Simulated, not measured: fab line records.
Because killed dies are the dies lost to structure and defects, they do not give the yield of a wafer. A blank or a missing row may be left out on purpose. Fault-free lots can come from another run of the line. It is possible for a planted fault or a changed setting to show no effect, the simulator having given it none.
fab line records | flow nand_harc
record: lots: 6 | wafers: 18 | last_day: 32
route steps=1302 shown P_M2@332
lots untouched by any fault: they come from a run of this same line in which no faults occurred
start_h: start of the lot's first displayed wafer, in hours after the record's first day | wait_h: hours since the lot's step before | " same as the row above | L1.1+2: several wafers, shown together as one row | - no value, or no start given | * or withheld: withheld | < > ~ a bound
route shown NAME@n: names a module that has steps shown in the file, with the first one's number in the route | usual: mean/standard deviation taken from wafers without a fault | same: alike in all rows | chamber/n: place in a boat | sites: the reading at each site | _std_site: the values' standard deviation | _edge_site: inner sites' mean taken away from outer sites' mean | radius_mm: for every site, how far away it sits from the centre of the wafer | mask NAME#n: copy n | behind: the tool/chamber that last shaped the wafer | hold: reason for holding the lot/hours on hold/outcome of the hold | device: whichever transistor did not switch (one of n, p or np) | end of line: tests of these same wafers at the route's end | where a step has no rows: the recipe by itself | killed: at the first sort, the dies lost to defects and structure; wafer yield is something else | map: per-die view of a wafer (x killed, . not killed, _ where there is no die)
set.NAME: setting as actually run; set.NAME@STEP: the setting as run at that earlier step | model.NAME: the simulator's own value behind a step, which no gauge read
a table for each step, a row for each wafer; lots at some steps of the route
services: a tool's chamber out of use, with start hour (start_h, from the record's first day; less than 0 if before it), hours out, and reason
== steps ==
step: NHARC_P_M2_ETCH_35
recipe: target_depth_a: 400 | overetch_a: 120 | time_s: 43.94 | ion_energy_ev: 200 | n2_flow_sccm: 150 | h2_flow_sccm: 150 | ar_flow_sccm: 0 | rf_w: 400 | bias_w: 150 | chemistry: N2/H2
usual: chamber_pressure_mTorr: 30.000/0.027 | drypump_motor_current_A: 5.7/0.39 | mfc_ar_sccm: 0.005/0.01 | oes_product_au: 0.997/0.014 | rf_vpp_V: 431.0/2.5 | showerhead_plenum_p_Torr: 2.06/0.089 | throttle_valve_pct: 14.171/0.0088
lot.wafer | tool        | chamber | start_h | wait_h | chamber_pressure_mTorr | drypump_motor_current_A | mfc_ar_sccm | oes_product_au | rf_hours_counter_h | rf_vpp_V | showerhead_plenum_p_Torr | throttle_valve_pct
L391.4    | rie_diel-05 | 2       | 126.36  | 0.1    | 29.981                 | 5.7                     | 0           | 0.992          | 3.1                | 432.9    | 2.12                     | 14.178
L391.1    | "           | 1       | "       | "      | 30.012                 | 6.3                     | 0.023       | 0.970          | 3.2                | 430.1    | 2.06                     | 14.163
L391.5    | "           | 2       | "       | "      | 29.971                 | 5.8                     | 0           | 0.981          | -                  | 433.7    | 2.12                     | 14.175
L394.2    | rie_diel-03 | 1       | 157.28  | 0.1    | 30.043                 | 5.7                     | 0.029       | 1.000          | 2.0                | 431.6    | 2.03                     | 14.175
L394.5    | "           | 2       | "       | "      | 30.026                 | 5.7                     | 0           | 0.996          | -                  | 429.4    | 1.98                     | 14.168
L394.6    | "           | 3       | "       | "      | 29.984                 | 5.4                     | 0           | 0.978          | -                  | 428.6    | 1.98                     | 14.171
L395.4    | rie_diel-05 | 2       | 170.22  | 0.1    | 29.999                 | 5.7                     | 0           | 0.972          | 4.7                | 433.4    | 2.12                     | 14.168
L395.1    | "           | 0       | "       | "      | 30.015                 | 5.3                     | 0           | 1.002          | 5.1                | 427.8    | 1.92                     | 14.164
L395.5    | "           | 3       | "       | "      | 30.016                 | 6.3                     | 0           | 1.015          | -                  | 428.3    | 2.00                     | 14.172
L396.1    | rie_diel-10 | 1       | 179.83  | 0.1    | 29.978                 | 6.7                     | 0.003       | 0.989          | 6.4                | 433.9    | 2.15                     | 14.169
L396.5    | "           | 3       | "       | "      | 30.059                 | 5.6                     | 0           | 1.017          | -                  | 432.2    | 2.07                     | 14.152
L396.4    | "           | 0       | "       | "      | 29.972                 | 5.5                     | 0           | 1.009          | -                  | 434.3    | 2.20                     | 14.173
L411.2    | rie_diel-10 | 0       | 336.08  | 0.1    | 30.010                 | 5.5                     | 0           | 1.018          | 4.2                | 434.5    | 2.20                     | 14.158
L411.1    | "           | 1       | "       | "      | 29.990                 | 6.6                     | 0.003       | 0.992          | 4.6                | 433.5    | 2.14                     | 14.154
L411.3    | "           | 2       | "       | "      | 30.016                 | 5.6                     | 0           | 1.007          | 4.5                | 432.1    | 2.18                     | 14.163
L412.1    | rie_diel-10 | 3       | 339.24  | 0.1    | 29.986                 | 5.6                     | 0           | 1.022          | 5.4                | 430.4    | 2.07                     | 14.165
L412.6    | "           | 0       | "       | "      | 30.011                 | 5.5                     | 0           | 1.015          | -                  | 435.3    | 2.20                     | 14.177
L412.5    | "           | 1       | "       | "      | 30.012                 | 6.6                     | 0.003       | 1.000          | -                  | 433.2    | 2.14                     | 14.169
step: NHARC_P_M2_ETCH_15
recipe: target_depth_a: 1825 | time_s: 91.2 | c4f8_flow_sccm: withheld | ar_flow_sccm: 400 | rf_w: 600 | bias_w: 300 | chemistry: C4F8/Ar
step: NHARC_P_M2_CD_MEAS_16
usual: cd_nm: 170.2/1.1
lot.wafer | tool      | chamber | start_h | wait_h | cd_nm
L391.1    | cd_sem-02 | -       | 126.59  | -      | 170.4
L391.4    | "         | -       | "       | "      | 171.3
L391.5    | "         | -       | "       | "      | 170.0
L394.2    | cd_sem-01 | -       | 157.49  | -      | 169.8
L394.5    | "         | -       | "       | "      | 168.7
L394.6    | "         | -       | "       | "      | 169.0
L395.1    | cd_sem-02 | -       | 170.44  | -      | 170.0
L395.4    | "         | -       | "       | "      | 169.0
L395.5    | "         | -       | "       | "      | 169.3
L396.1    | cd_sem-03 | -       | 180.07  | -      | 170.4
L396.4    | "         | -       | "       | "      | 169.5
L396.5    | "         | -       | "       | "      | 169.7
L411.1    | cd_sem-02 | -       | 336.29  | -      | 170.3
L411.2    | "         | -       | "       | "      | 169.8
L411.3    | "         | -       | "       | "      | 170.8
L412.1    | cd_sem-01 | -       | 339.44  | -      | 171.4
L412.5    | "         | -       | "       | "      | 171.4
L412.6    | "         | -       | "       | "      | 170.2
step: NHARC_P_M2_STRIP_18
recipe: power_w: 1000 | n2_flow_sccm: 150 | h2_flow_sccm: 150 | ar_flow_sccm: 0 | bias_w: 0 | chemistry: N2/H2
step: NHARC_P_M2_ETCH_28
recipe: target_depth_a: 300 | over_etch_frac: 0.3 | time_s: 72.99 | ion_energy_ev: 150 | cf4_flow_sccm: 50 | n2_flow_sccm: 100 | ar_flow_sccm: 150 | rf_w: 300 | bias_w: 100 | chemistry: CF4/N2
usual: chamber_pressure_mTorr: 30.00/0.032 | drypump_motor_current_A: 5.8/0.42 | mfc_ar_sccm: 150.0/0.45 | oes_product_au: 0.996/0.014 | rf_vpp_V: 314.4/1.9 | showerhead_plenum_p_Torr: 2.64/0.1 | throttle_valve_pct: 19.794/0.0086
same: over_etch_frac: 0.3
lot.wafer | tool        | chamber | start_h | wait_h | chamber_pressure_mTorr | drypump_motor_current_A | mfc_ar_sccm | oes_product_au | rf_hours_counter_h | rf_vpp_V | showerhead_plenum_p_Torr | throttle_valve_pct
L391.4    | rie_diel-03 | 1       | -       | -      | 30.02                  | 5.7                     | 150.5       | 0.997          | 1                  | 314.9    | 2.61                     | 19.787
L391.1    | "           | 2       | "       | "      | 30.03                  | 5.7                     | 150.3       | 0.987          | 1                  | 311.9    | 2.56                     | 19.817
L391.5    | "           | 0       | "       | "      | 30.01                  | 5.4                     | 150.0       | 0.998          | -                  | 316.1    | 2.80                     | 19.788
L394.2    | rie_diel-03 | 3       | -       | -      | 30.01                  | 5.4                     | 150.4       | 0.980          | 2                  | 313.8    | 2.55                     | 19.795
L394.5    | "           | 3       | "       | "      | 29.99                  | 5.3                     | 150.6       | 0.980          | -                  | 314.9    | 2.55                     | 19.794
L394.6    | "           | 0       | "       | "      | 30.03                  | 5.4                     | 148.3       | 0.984          | -                  | 317.2    | 2.80                     | 19.794
L395.4    | rie_diel-05 | 3       | -       | -      | 29.97                  | 6.3                     | 150.0       | 1.008          | 6                  | 314.2    | 2.58                     | 19.792
L395.1    | "           | 0       | "       | "      | 29.96                  | 5.3                     | 148.8       | 0.992          | 5                  | 312.8    | 2.48                     | 19.782
L395.5    | "           | 1       | "       | "      | 30.00                  | 6.3                     | 150.5       | 0.984          | -                  | 313.7    | 2.65                     | 19.794
L396.1    | rie_diel-03 | 3       | -       | -      | 29.97                  | 5.4                     | 150.4       | 0.984          | 3                  | 312.3    | 2.55                     | 19.801
L396.5    | "           | 3       | "       | "      | 30.00                  | 5.4                     | 149.5       | 0.989          | -                  | 313.4    | 2.55                     | 19.800
L396.4    | "           | 0       | "       | "      | 30.04                  | 5.4                     | 149.8       | 0.997          | -                  | 316.6    | 2.80                     | 19.797
L411.3    | rie_diel-03 | 1       | -       | -      | 29.98                  | 5.7                     | 149.2       | 0.998          | 2                  | 314.0    | 2.61                     | 19.802
L411.2    | "           | 2       | "       | "      | 30.03                  | 5.7                     | 149.8       | 1.005          | 1                  | 314.0    | 2.55                     | 19.793
L411.1    | "           | 3       | "       | "      | 29.97                  | 5.3                     | 150.3       | 0.994          | 2                  | 312.8    | 2.55                     | 19.794
L412.1    | rie_diel-03 | 1       | -       | -      | 29.97                  | 5.7                     | 150.4       | 0.995          | 2                  | 312.9    | 2.61                     | 19.803
L412.5    | "           | 2       | "       | "      | 29.99                  | 5.7                     | 149.6       | 0.993          | -                  | 312.0    | 2.55                     | 19.773
L412.6    | "           | 3       | "       | "      | 29.94                  | 5.4                     | 149.9       | 0.980          | -                  | 314.0    | 2.55                     | 19.799
step: NHARC_P_M2_STRIP_19
recipe: time_s: 600 | temp_c: 30 | chemistry: post_etch_residue_remover
step: NHARC_P_M2_DEGAS_29
recipe: temp_c: 250 | time_s: 60
usual: heater_power_w: 322/20
lot.wafer | tool           | chamber | start_h | wait_h | heater_power_w
L391.1    | pvd_sputter-02 | -       | 127.36  | -      | 342
L391.4    | "              | -       | "       | "      | 351
L391.5    | "              | -       | "       | "      | 334
L394.2    | pvd_sputter-01 | -       | 158.19  | -      | 324
L394.5    | "              | -       | "       | "      | 329
L394.6    | "              | -       | "       | "      | 304
L395.1    | pvd_sputter-02 | -       | 171.19  | -      | 341
L395.4    | "              | -       | "       | "      | 324
L395.5    | "              | -       | "       | "      | 336
L396.1    | pvd_sputter-01 | -       | 180.86  | -      | 309
L396.4    | "              | -       | "       | "      | 298
L396.5    | "              | -       | "       | "      | 341
L411.2    | pvd_sputter-03 | -       | 337.07  | -      | 328
L411.3    | "              | -       | "       | "      | 311
L411.1    | "              | -       | "       | "      | 295
L412.1    | pvd_sputter-03 | -       | 340.22  | -      | 304
L412.5    | "              | -       | "       | "      | 302
L412.6    | "              | -       | "       | "      | 321
step: NHARC_P_M2_PRE_CLEAN_30
recipe: time_s: 30 | temp_c: 280 | gas: H2/He
step: NHARC_P_M2_PVD_20
recipe: target_thk_a: 50 | bias_v: 168.6 | power_w: 15000 | chamber_pressure_pa: 0.12 | time_s: 8.06 | substrate_temp_c: 50 | material: TaN
usual: throttle_valve_pct: 29.6/0.78
lot.wafer | tool           | chamber | start_h | wait_h | throttle_valve_pct
L391.4    | pvd_sputter-02 | -       | -       | -      | 29.9
L391.1    | "              | -       | "       | "      | 28.6
L391.5    | "              | -       | "       | "      | 29.7
L394.2    | pvd_sputter-01 | -       | -       | -      | 30.0
L394.6    | "              | -       | "       | "      | 28.8
L394.5    | "              | -       | "       | "      | 30.1
L395.4    | pvd_sputter-02 | -       | -       | -      | 28.8
L395.1    | "              | -       | "       | "      | 30.8
L395.5    | "              | -       | "       | "      | 28.7
L396.1    | pvd_sputter-01 | -       | -       | -      | 27.7
L396.4    | "              | -       | "       | "      | 28.8
L396.5    | "              | -       | "       | "      | 30.0
L411.1    | pvd_sputter-03 | -       | -       | -      | 30.3
L411.3    | "              | -       | "       | "      | 30.1
L411.2    | "              | -       | "       | "      | 30.0
L412.1    | pvd_sputter-03 | -       | -       | -      | 30.2
L412.5    | "              | -       | "       | "      | 29.5
L412.6    | "              | -       | "       | "      | 30.4
step: NHARC_P_M2_PVD_21
recipe: target_thk_a: 300 | chamber_pressure_pa: 5 | power_w: 5000 | substrate_temp_c: 30 | time_s: 20.49 | material: Cu
step: NHARC_P_M2_ECD_22
recipe: target_thk_a: 4000 | bath_temp_c: 25 | material: Cu
step: NHARC_P_M2_ANNEAL_31
recipe: temp_c: 225 | time_s: 90
usual: wafer_temp_C_max: 225.8/0.31
lot.wafer | tool          | chamber | start_h | wait_h | wafer_temp_C_max
L391.1    | rtp_anneal-01 | 0       | 128.08  | -      | 225.5
L391.4    | "             | 0       | "       | "      | 225.7
L391.5    | "             | 0       | "       | "      | 225.5
L394.2    | rtp_anneal-01 | 0       | 158.98  | -      | 225.5
L394.5    | "             | 0       | "       | "      | 225.6
L394.6    | "             | 0       | "       | "      | 225.5
L395.1    | rtp_anneal-02 | 0       | 171.92  | 0.3    | 225.4
L395.4    | "             | 0       | "       | "      | 225.8
L395.5    | "             | 0       | "       | "      | 226.0
L396.1    | rtp_anneal-01 | 0       | 181.60  | 0.3    | 225.8
L396.4    | "             | 0       | "       | "      | 225.6
L396.5    | "             | 0       | "       | "      | 225.5
L411.1    | rtp_anneal-01 | 0       | 337.81  | 0.3    | 225.3
L411.2    | "             | 0       | "       | "      | 225.5
L411.3    | "             | 0       | "       | "      | 225.8
L412.1    | rtp_anneal-02 | 0       | 340.96  | 0.3    | 226.2
L412.5    | "             | 0       | "       | "      | 226.3
L412.6    | "             | 0       | "       | "      | 226.1
step: NHARC_P_M2_CMP_23
recipe: t_overpolish_s: 20 | target_thk_nm: 144.3
usual: motor_current_A: 12.3/1.7 | time_to_endpoint_s: 27.9/2.8
lot.wafer | tool   | chamber | start_h | wait_h | motor_current_A | time_to_endpoint_s
L391.4    | cmp-03 | 1       | 128.46  | -      | 14.9            | 27.5
L391.1    | "      | 3       | "       | "      | 10.6            | 27.6
L391.5    | "      | 1       | "       | "      | 15.8            | 29.3
L394.2    | cmp-03 | 1       | 159.35  | -      | 15.8            | 29.6
L394.5    | "      | 2       | "       | "      | 11.4            | 27.1
L394.6    | "      | 3       | "       | "      | 10.6            | 27.2
L395.1    | cmp-03 | 1       | 172.30  | -      | 15.6            | 37.8
L395.4    | "      | 3       | "       | "      | 10.2            | 37.2
L395.5    | "      | 1       | "       | "      | 16.4            | 37.9
L396.1    | cmp-03 | 3       | 181.97  | -      | 10.5            | 37.8
L396.4    | "      | 1       | "       | "      | 15.5            | 37.4
L396.5    | "      | 2       | "       | "      | 11.5            | 37.5
L411.3    | cmp-04 | 1       | 338.19  | -      | 13.2            | 26.1
L411.2    | "      | 2       | "       | "      | 11.6            | 33.2
L411.1    | "      | 3       | "       | "      | 11.3            | 28.0
L412.1    | cmp-04 | 0       | 341.39  | -      | 13.4            | 27.1
L412.5    | "      | 1       | "       | "      | 13.4            | 20.3
L412.6    | "      | 2       | "       | "      | 11.4            | 29.1
step: NHARC_P_M2_SRD_25
step: NHARC_P_M2_INSPECT_27
usual: raw_defect_count: 302/110
lot.wafer | tool              | chamber | start_h | wait_h | raw_defect_count
L391.1    | defect_inspect-01 | -       | 128.93  | 0.0    | 324
L391.4    | "                 | -       | "       | "      | 336
L391.5    | "                 | -       | "       | "      | 398
L394.2    | defect_inspect-01 | -       | 159.74  | 0.0    | 477
L394.5    | "                 | -       | "       | "      | 480
L394.6    | "                 | -       | "       | "      | 432
L395.1    | defect_inspect-01 | -       | 172.74  | 0.0    | 4576
L395.4    | "                 | -       | "       | "      | 4564
L395.5    | "                 | -       | "       | "      | 4627
L396.1    | defect_inspect-02 | -       | 182.41  | 0.0    | 4630
L396.4    | "                 | -       | "       | "      | 4634
L396.5    | "                 | -       | "       | "      | 4563
L411.1    | defect_inspect-01 | -       | 338.63  | 0.0    | 146
L411.2    | "                 | -       | "       | "      | 234
L411.3    | "                 | -       | "       | "      | 228
L412.1    | defect_inspect-02 | -       | 341.77  | 0.0    | 433
L412.5    | "                 | -       | "       | "      | 354
L412.6    | "                 | -       | "       | "      | 304
step: NHARC_P_M2_PRE_CLEAN_32
recipe: time_s: 12 | temp_c: 370 | rf_power_w: 300 | gas: NH3
== services ==
tool           | chamber | start_h | hours | kind
rie_diel-10    | 0       | 103.80  | 17.0  | repair
rie_diel-03    | -       | 104.30  | 9.0   | pm
pvd_sputter-02 | -       | 104.33  | 10.0  | pm
cmp-03         | -       | 120.65  | 0.5   | repair
rie_diel-10    | 0       | 121.02  | 50.6  | repair
rie_diel-03    | -       | 132.70  | 1.8   | repair
rie_diel-03    | -       | 134.70  | 1.1   | repair
rie_diel-05    | -       | 137.59  | 0.8   | repair
rie_diel-10    | -       | 138.73  | 0.2   | repair
rie_diel-03    | 0       | 139.13  | 4.1   | repair
rie_diel-10    | 2       | 148.44  | 4.9   | repair
rie_diel-03    | -       | 150.65  | 0.3   | repair
cmp-03         | -       | 162.00  | 4.0   | pm
rie_diel-03    | 2       | 167.34  | 13.6  | repair
pvd_sputter-03 | -       | 170.00  | 10.0  | pm
pvd_sputter-02 | -       | 174.46  | 11.6  | repair
rie_diel-03    | 3       | 227.46  | 2.8   | repair
pvd_sputter-01 | -       | 229.59  | 10.0  | pm
pvd_sputter-02 | -       | 247.19  | 1.3   | repair
cmp-03         | -       | 260.00  | 4.0   | pm
rie_diel-03    | -       | 281.30  | 9.0   | pm
pvd_sputter-02 | -       | 282.33  | 10.0  | pm
pvd_sputter-03 | -       | 291.28  | 6.7   | repair
rie_diel-03    | 0       | 333.20  | 14.6  | repair
== key ==
first_sign: step: NHARC_P_M2_CMP_23 | reading: time_to_endpoint_s | direction: up | sigmas: 3.4 | usual: * | struck: *
effect: step: NHARC_P_M2_INSPECT_27 | reading: raw_defect_count | direction: up | sigmas: 39 | usual: 302 | struck: 4599
met_at NHARC_P_M2_CMP_23
struck_wafers L395.1,L395.4,L395.5,L396.1,L396.4,L396.5
later_rows_left_out L395.1,L395.4,L395.5,L396.1,L396.4,L396.5
sort_left_out L395.1,L395.4,L395.5,L396.1,L396.4,L396.5
onset_between 159.35 172.30
fault: kind: process_parameter_drift | tool: cmp-03 | chamber: - | onset_h: 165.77 | steps: NHARC_P_M2_CMP_23 | channel: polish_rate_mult | offset: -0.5 | shape: step | end_h: 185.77
sort_left_out: the simulated sort isn't trusted on such a fault, so these wafers' sort isn't shown, and their yield isn't known
later_rows_left_out: the simulator's readings of these wafers behind a module that went badly wrong aren't trusted and aren't shown, but for the sort
